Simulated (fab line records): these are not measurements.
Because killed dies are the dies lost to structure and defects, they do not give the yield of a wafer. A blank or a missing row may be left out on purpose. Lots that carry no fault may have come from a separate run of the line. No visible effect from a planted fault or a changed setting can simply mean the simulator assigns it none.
What tool caused it? -- flow n5-finfet -- 11 lots with 31 wafers sampled at 2 steps, on a route of 1938 steps

## WHAT THE GAUGES READ, wafer by wafer
N5_SD_EPI_P_OVL_MEAS_10.
lot,measured,on,SD_P_BLK_OVL (nm)
L786,day 3 05:38,overlay-02,-0.5 -0.6 -0.7
L789,day 3 22:06,overlay-02,0.3 1.1 1.0
L790,day 4 09:17,overlay-01,0.2 0.4 1.0
L796,day 5 21:44,overlay-02,0.4 -0.2
L798,day 6 08:05,overlay-01,0.8 0.3 0.8
L799,day 6 11:58,overlay-02,-0.3 -0.1
L800,day 6 18:37,overlay-01,-0.3 0.9 -1.0
L801,day 7 00:32,overlay-02,0.6 0.3 0.1
L802,day 7 05:54,overlay-02,-1.5 -1.9 -1.8
L807,day 8 12:05,overlay-01,0.4 -0.3 -0.5
L808,day 8 19:50,overlay-02,-0.3 -0.3 0.6

## WHICH TOOL RAN EACH LOT (tool, then ch and the chambers of the sampled wafers, then the start)
lot,N5_SD_EPI_N_VAPOR_ETCH_50
L786,"epi-rpcvd-03 ch 0, day 3 02:55"
L789,"epi-rpcvd-03 ch 0, day 3 19:20"
L790,"epi-rpcvd-03 ch 0, day 4 06:13"
L796,"epi-rpcvd-03 ch 0, day 5 19:02"
L798,"epi-rpcvd-02 ch 0, day 6 05:13"
L799,"epi-rpcvd-01 ch 0, day 6 08:59"
L800,"epi-rpcvd-01 ch 0, day 6 15:44"
L801,"epi-rpcvd-01 ch 0, day 6 21:38"
L802,"epi-rpcvd-01 ch 0, day 7 03:05"
L807,"epi-rpcvd-01 ch 0, day 8 08:40"
L808,"epi-rpcvd-02 ch 0, day 8 16:31"
- N5_SD_EPI_N_VAPOR_ETCH_50: etches Si in HCl, time 54 s.

## THE ANSWER, worked out from the rows above alone
Rule: what is usual is taken from the lots themselves. The widest of any qualifying gaps counts: lots, ordered by their means at a reading, are off when they make up no more than a third of the lots, leave a main group of 4 or more, and stand apart from it by 3 or more times the standard deviation of that group's means. A main group is skipped when, at the precision printed for the reading in the tables above, its means are all equal. Also off: a lot with no number at a reading for which 4 or more lots have one. Any other lot the step has rows for is counted as sound.
No lot is off on any of the readings shown, so nothing can be concluded from this.

## WHAT HAD BEEN PUT IN BY THE SIMULATOR
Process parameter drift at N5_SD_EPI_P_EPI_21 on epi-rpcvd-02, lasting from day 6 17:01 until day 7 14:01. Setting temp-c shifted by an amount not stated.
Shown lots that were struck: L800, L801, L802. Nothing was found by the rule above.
